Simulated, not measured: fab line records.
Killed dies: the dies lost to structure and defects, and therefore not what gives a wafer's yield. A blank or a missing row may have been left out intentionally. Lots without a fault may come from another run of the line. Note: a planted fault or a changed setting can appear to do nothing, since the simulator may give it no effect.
A lot that was struck, set against a sound lot | flow nandHarc | 25 steps out of a route of 1302
Sound: the wafers L850.1, L850.2, L850.3. Struck: wafers L858.1, L858.5, L858.6. At the end, the cause is stated.
Each step with rows lists, per side, the tool, then ch with its chambers, then its first start. Under that, the readings that differ: sound wafers | struck wafers | difference of the means | sigmas: that difference in standard deviations of wafers without a fault.
alike: readings with means less than 2 such deviations apart, plus words and numbers identical on both sides. not compared: withheld readings, readings lacking a value on some wafer, bounds such as >300 that could conceal the same value, and numbers that have no deviation in the record and whose values overlap.
The two part at a step that has a row with sigmas, a row that says differs or no value, or rows on one side only. Numbers that don't overlap but have no deviation are shown without sigmas and don't part them. A reading missing from all wafers of one side parts the sides only when that side holds two or more wafers.

first, 5 steps without rows for these wafers: NHARC_P_GATE_STRIP_15 (strips in SPM, time 780 s); NHARC_P_GATE_PRECLEAN_71 (cleans in SC1); NHARC_P_GATE_SRD_72; NHARC_P_GATE_OXIDE_16 (material SiO2, target thk 3 nm, ox time 392 s); NHARC_P_GATE_CVD_17 (deposits poly-Si, target thk 150 nm, time 900 s).
NHARC_P_GATE_HM_DEP_102: deposits aC, target thk 120 nm.
  sound on aclDep-01 ch 0, day 7 01:40; struck on aclDep-01 ch 0, day 10 04:15
  alike: throttleValvePct
NHARC_P_GATE_DEP_103: deposits SiON, target thk 30 nm.
  sound on pecvd-01 ch 0,1,2, day 7 02:20; struck on pecvd-03 ch 0,2, day 10 04:58
  alike: heaterPowerW
then, 5 steps without rows for these wafers: NHARC_P_GATE_DEHYDRATE_18 (time 120 s); NHARC_P_GATE_HMDS_19 (time 30 s); NHARC_P_GATE_COAT_20 (resist thk 90 nm); NHARC_P_GATE_SOFTBAKE_21 (time 55 s); NHARC_P_GATE_EBR_22.
NHARC_P_GATE_EXPOSE_23: exposes mask P GATE, target cd 120 nm.
  sound on arfiScanner-03 ch 0, day 7 02:45; struck on arfiScanner-03 ch 0, day 10 05:30
reading           | sound             | struck            | difference | sigmas
exposureDoseMJCm2 | 94.04 94.01 94.00 | 90.42 90.37 90.37 | -3.63      | -41
  alike: mask
then, 2 steps without rows for these wafers: NHARC_P_GATE_PEB_24 (peb time 65 s); NHARC_P_GATE_DEVELOP_25 (develop time 35 s).
NHARC_P_GATE_CD_MEAS_26: target cd 120 nm.
  sound on cdSem-01 ch 0, day 7 02:53; struck on cdSem-02 ch 0, day 10 05:38
reading   | sound             | struck            | difference | sigmas
cdNm (nm) | 118.9 118.6 118.7 | 122.0 122.7 121.7 | +3.4       | +7
NHARC_P_GATE_OVL_MEAS_27:
  struck on overlay-01, day 10 05:44; sound on overlay-01, day 7 02:59
  alike: overlayXNm, overlayYNm
NHARC_P_GATE_INSPECT_28:
  struck on defectInspect-01, day 10 05:46; sound on defectInspect-01, day 7 03:01
  alike: rawDefectCount
NHARC_P_GATE_DESCUM_31: chemistry O2, time 3 s.
  sound on rieDiel-13 ch 0,2,3, day 7 03:05; struck on rieDiel-09 ch 0,1, day 10 05:50
reading                | sound             | struck            | difference | sigmas
model.P_GATE.cdNm (nm) | 119.3 118.7 118.8 | 122.3 122.9 121.5 | +3.3       | 
  alike: drypumpMotorCurrentA, o2FlowSccm, oesProductAu, rfVppV, showerheadPlenumPTorr, throttleValvePct
  not compared: rfHoursCounterH
NHARC_P_GATE_ETCH_104: etches the open film in CF4/CHF3, target depth 60 nm.
  sound on rieDiel-13 ch 0,2,3, day 7 03:10; struck on rieDiel-09 ch 0,1,2, day 10 05:56
  alike: cf4FlowSccm, drypumpMotorCurrentA, oesProductAu, rfVppV, showerheadPlenumPTorr, throttleValvePct
NHARC_P_GATE_HM_OPEN_105: chemistry O2/COS, target depth 360 nm.
  sound on rieDiel-13 ch 0,2,3; struck on rieDiel-09 ch 0,1,2
  alike: drypumpMotorCurrentA, o2FlowSccm, oesProductAu, rfVppV, showerheadPlenumPTorr, throttleValvePct
  not compared: rfHoursCounterH
then, 1 step without rows for these wafers: NHARC_P_GATE_STRIP_106 (strips in O2/COS).
NHARC_P_GATE_ETCH_114: etches the open film in CF4/O2, target depth 30 nm, overetch 3 nm, time 16.5 s.
  sound on rieDiel-13 ch 0,2,3; struck on rieDiel-09 ch 1,2
reading                | sound             | struck            | difference | sigmas
model.P_GATE.cdNm (nm) | 120.2 121.9 118.1 | 122.3 122.7 122.6 | +2.5       | 
  alike: cf4FlowSccm, drypumpMotorCurrentA, o2FlowSccm, oesProductAu, rfVppV, showerheadPlenumPTorr, throttleValvePct
  not compared: rfHoursCounterH
NHARC_P_GATE_ETCH_32: etches the open film in HBr/Cl2, target depth 150 nm, time 100.1 s.
  sound on rieSi-01 ch 0,1,3, day 7 03:32; struck on rieSi-02 ch 2,3, day 10 06:17
  alike: drypumpMotorCurrentA, mfcCl2Sccm, oesProductAu, throttleValvePct
  not compared: rfHoursCounterH
-- the record jumps here: 19 days lie between the struck wafers' starts before and after (it left off in module P_GATE and takes up again in module END, whose first step shown is number 1302 of the route) --
NHARC_END_SORT_01:
  sound on prober-01 ch 0, day 26 19:28; struck on prober-01 ch 0, day 29 15:55
  alike: killedAtArray, killedAtOther, killedAtPeriphery, killedDies, killedOpen, killedShort

WHERE THEY PART
First at NHARC_P_GATE_EXPOSE_23; last, within this record, at NHARC_P_GATE_CD_MEAS_26. Later steps at which nothing parts them and some readings are alike: NHARC_P_GATE_OVL_MEAS_27, NHARC_P_GATE_INSPECT_28, NHARC_P_GATE_DESCUM_31, NHARC_P_GATE_ETCH_104, NHARC_P_GATE_HM_OPEN_105, NHARC_P_GATE_ETCH_114, NHARC_P_GATE_ETCH_32, NHARC_END_SORT_01.

WHY: the cause the simulator had injected
Process parameter drift: arfiScanner-03, from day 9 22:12 on, at NHARC_P_GATE_EXPOSE_23. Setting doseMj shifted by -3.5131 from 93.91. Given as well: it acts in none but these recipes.
